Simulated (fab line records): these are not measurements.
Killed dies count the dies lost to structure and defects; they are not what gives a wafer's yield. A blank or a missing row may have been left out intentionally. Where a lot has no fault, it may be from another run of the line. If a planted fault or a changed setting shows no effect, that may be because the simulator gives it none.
Split-lot study	flow n5 finfet	7 lots, 21 wafers read, on a route of 1938 steps

THE SPLIT
At N5_BEOL_M5_DESCUM_16 (chemistry O2, time 7 s), the setting time s was moved away from the recipe's 7 s on 7 of the 21 wafers read, by -17.7% to +20.3%. All remaining wafers had this setting at the recipe value.

The reading is taken at the split's own step.

THE READING
CAR-EUV_of_BEOL_M5_COAT_05.thk nm (the simulator's own value, which no gauge read), in nm, at N5_BEOL_M5_DESCUM_16 (chemistry O2, time 7 s). The file gives no usual value for it. Here, 14 wafers ran the recipe; their average is 26.0 nm with a standard deviation of 0.07 nm.

wafer	tool, chamber at the split	time s as run, s	against the recipe	CAR-EUV_of_BEOL_M5_COAT_05.thk nm, nm	against lot-mates on the recipe
L075.1	rie diel-02, 0,3,1	7	recipe	26	-
L075.2	rie diel-02, 0,3,1	7	recipe	26	-
L075.3	rie diel-02, 0,3,1	7	recipe	26	-
L081.1	rie diel-02, 3	7	recipe	26	-
L081.2	rie diel-02, 0,1	7	recipe	26.2	-
L081.5	rie diel-02, 0,1	7	recipe	26.2	-
L082.1	rie diel-06, 1	7	recipe	26	-
L082.2	rie diel-06, 2	5.764	-17.7%	26.6	+0.6
L082.5	rie diel-06, 2	5.764	-17.7%	26.8	+0.8
L084.3	rie diel-06, 2,3,2	8.418	+20.3%	25.4	no lot-mate on the recipe
L084.5	rie diel-06, 2,3,2	8.418	+20.3%	25.4	no lot-mate on the recipe
L084.6	rie diel-06, 2,3,2	8.418	+20.3%	25.4	no lot-mate on the recipe
L094.3	rie diel-06, 0,1	7	recipe	26	-
L094.4	rie diel-06, 0,1	7	recipe	26	-
L094.5	rie diel-06, 0	6.036	-13.8%	26.4	+0.4
L096.2	rie diel-02, 3,0,2	7	recipe	26	-
L096.3	rie diel-02, 3,0,2	7	recipe	26	-
L096.4	rie diel-02, 3,0,2	7	recipe	26	-
L097.3	rie diel-02, 1,3	7	recipe	26	-
L097.5	rie diel-02, 1,3	7	recipe	26	-
L097.6	rie diel-02, 0	7.413	+5.9%	25.8	-0.2
Where a row lists several chambers, the file gives one row for several wafers and doesn't say which wafer went through which chamber.

THE FIT
A straight line over all 21 wafers: CAR-EUV_of_BEOL_M5_COAT_05.thk nm changes by -0.033 nm for each +1% of time s; r = -0.98; the points scatter about the line by 0.078 nm.
The same after taking each lot's own level away (the mean of its wafers on the recipe; 18 wafers): -0.037 nm for each +1%; r = -0.97; scatter 0.063 nm.
According to that fit, moving time s by its largest amount changes the reading by 0.75 nm.
The span of the lots' own levels, 26.00 to 26.13 nm, comes to 1.9 times the standard deviation stated above.
So the slope is not independent of the lot-to-lot level: the two fits are not the same.
Check: +0.685 nm against its lot-mates is what the line predicts for one of the wafers moved furthest among these (-17.7%) when that wafer is left out of the fit. Against them it came out at +0.6 nm.

OTHER SPLITS APPLIED TO THESE WAFERS
Before the reading, these wafers also passed through other splits. Each is held against what the fit with the lots' levels taken away leaves over:
other split on the same wafers	wafers away from the commonest value	r with CAR-EUV_of_BEOL_M5_COAT_05.thk nm (lot level and that fit taken away)
N5_BEOL_M2_EXPOSE_25 dose mj	8	-0.16
N5_BEOL_M2_ETCH_69 bias w	11	-0.44
N5_BEOL_M2_VIA_ETCH_34 time s	10	-0.08
N5_BEOL_M2_TRENCH_ETCH_37 bias w	4	+0.00
N5_BEOL_M3_EXPOSE_25 dose mj	5	+0.08
N5_BEOL_M4_EXPOSE_25 dose mj	7	+0.23
N5_BEOL_M4_ETCH_70 bias w	6	+0.12
N5_BEOL_M4_TRENCH_ETCH_37 time s	9	-0.25

THE FILE'S OWN FIT
CAR-EUV_of_BEOL_M5_COAT_05.thk nm changes by -0.0355 nm for each +1% of time s, r = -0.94.
